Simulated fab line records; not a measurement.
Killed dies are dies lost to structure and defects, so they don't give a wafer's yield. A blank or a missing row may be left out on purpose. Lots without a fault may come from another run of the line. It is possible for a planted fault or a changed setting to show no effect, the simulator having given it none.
A lot that was struck, set against a sound lot :: flow n5 finfet :: 15 out of 1938 route steps
Sound: wafers L599.1, L599.2, L599.4. Struck: wafers L607.1, L607.2 (left out: L607.5, a lot-mate that was not struck); the cause follows at the end.
For every step that has rows: the tool of each side, followed by ch and its chambers, followed by its first start. Under that, the readings that differ: sound wafers :: struck wafers :: difference of the means :: sigmas: that difference in standard deviations of wafers without a fault.
alike: same words and numbers on both sides, and readings whose means sit less than 2 such deviations apart. not compared: any withheld reading, any reading some wafer has no value for, any bound like >300 that may hide the same value, and any number with overlapping values for which the record gives no deviation.
A row with sigmas, a row that says differs or no value, or rows on one side alone: a step with any of these is where the two part. Numbers that don't overlap but have no deviation are shown without sigmas and don't part them. A reading that every wafer of one side lacks parts them only if that side has two wafers or more.

N5_BEOL_M6_TRENCH_ETCH_37: etches SiCOH lowk in C4F6/O2, target depth 94.435 nm, time 31.5 s.
  sound on rie diel-05 ch 0,1; struck on rie diel-04 ch 0,3
reading: throttle valve pct (%)
sound: 21.21 20.70 21.21
struck: 20.64 20.63
difference: -0.41
sigmas: -2
  alike: O2_flow_sccm, bias w, drypump motor current A, oes_f_703_au, oes product au, rf vpp V, showerhead plenum p Torr
  not compared: rf hours counter h
N5_BEOL_M6_ETCH_41: etches SiCN in CH3F/O2, target depth 29.7 nm, time 52 s.
  sound on rie diel-05 ch 0,1; struck on rie diel-04 ch 0,3
reading: throttle valve pct (%)
sound: 16.63 16.03 16.64
struck: 16.00 15.92
difference: -0.47
sigmas: -2
  alike: O2_flow_sccm, bias w, drypump motor current A, oes product au, rf vpp V, showerhead plenum p Torr
  not compared: rf hours counter h
then, 1 step without rows for these wafers: N5_BEOL_M6_STRIP_80 (strips in N2/H2, time 10 s).
N5_BEOL_M6_OCD_MEAS_38:
  sound: ocd-02 at day 8 09:40; struck: ocd-02 at day 10 19:02
  alike: trench depth nm
then, 4 steps without rows for these wafers: N5_BEOL_M6_HM_STRIP_39 (strips TiN in peroxide tin strip, target depth 25 nm, time 158 s); N5_BEOL_M6_SRD_40 (time 30 s); N5_BEOL_M6_PRECLEAN_42 (cleans in residue remover, time 60 s); N5_BEOL_M6_SRD_43 (time 30 s).
N5_BEOL_M6_CD_MEAS_35: target cd 40 nm, target cd y 28 nm.
  sound: cd sem-03 at day 8 09:49; struck: cd sem-02 at day 10 19:12
  alike: cd nm
N5_BEOL_M6_CURE_75: cures SiCOH lowk, time 120 s.
  sound on uv cure-03 ch 1, day 8 09:51; struck on uv cure-03 ch 0, day 10 19:14
  alike: lamp power pct, wafer_temp_C_max
then, 1 step without rows for these wafers: N5_BEOL_M6_DEGAS_44 (time 60 s).
N5_BEOL_M6_PRE_CLEAN_45: time 30 s.
  sound: pvd sputter-03 at day 8 10:31; struck: pvd sputter-01 at day 10 19:53
  alike: heater power w
N5_BEOL_M6_ALD_77: deposits TaN, target thk 2 nm, pulse time 2 s, purge time 3 s.
  sound on ald metal-01 ch 0,2,3, day 8 10:34; struck on ald metal-01 ch 1,2, day 10 19:57
reading: ald cycles
sound: 40 40 40
struck: 51 51
difference: +11
sigmas: 

reading: model.TaN_of_BEOL_M6_ALD_77.thk nm (nm)
sound: 2 2 2
struck: 2.6 2.6
difference: +0.6
sigmas: 
  alike: chamber pressure Torr, heater power outer w, heater power w
N5_BEOL_M6_SURFACE_TREAT_79:
  sound: pvd sputter-02 at day 8 10:52; struck: pvd sputter-01 at day 10 20:15
  not compared: throttle valve pct
after that, 1 step had no rows for these wafers: N5_PASSIVATION_PROBE_49.

WHERE THEY PART
First at N5_BEOL_M6_TRENCH_ETCH_37; last, within this record, at N5_BEOL_M6_ETCH_41. Later steps at which nothing parts them and some readings are alike: N5_BEOL_M6_OCD_MEAS_38, N5_BEOL_M6_CD_MEAS_35, N5_BEOL_M6_CURE_75, N5_BEOL_M6_PRE_CLEAN_45, N5_BEOL_M6_ALD_77.

WHY: what the simulator had put in
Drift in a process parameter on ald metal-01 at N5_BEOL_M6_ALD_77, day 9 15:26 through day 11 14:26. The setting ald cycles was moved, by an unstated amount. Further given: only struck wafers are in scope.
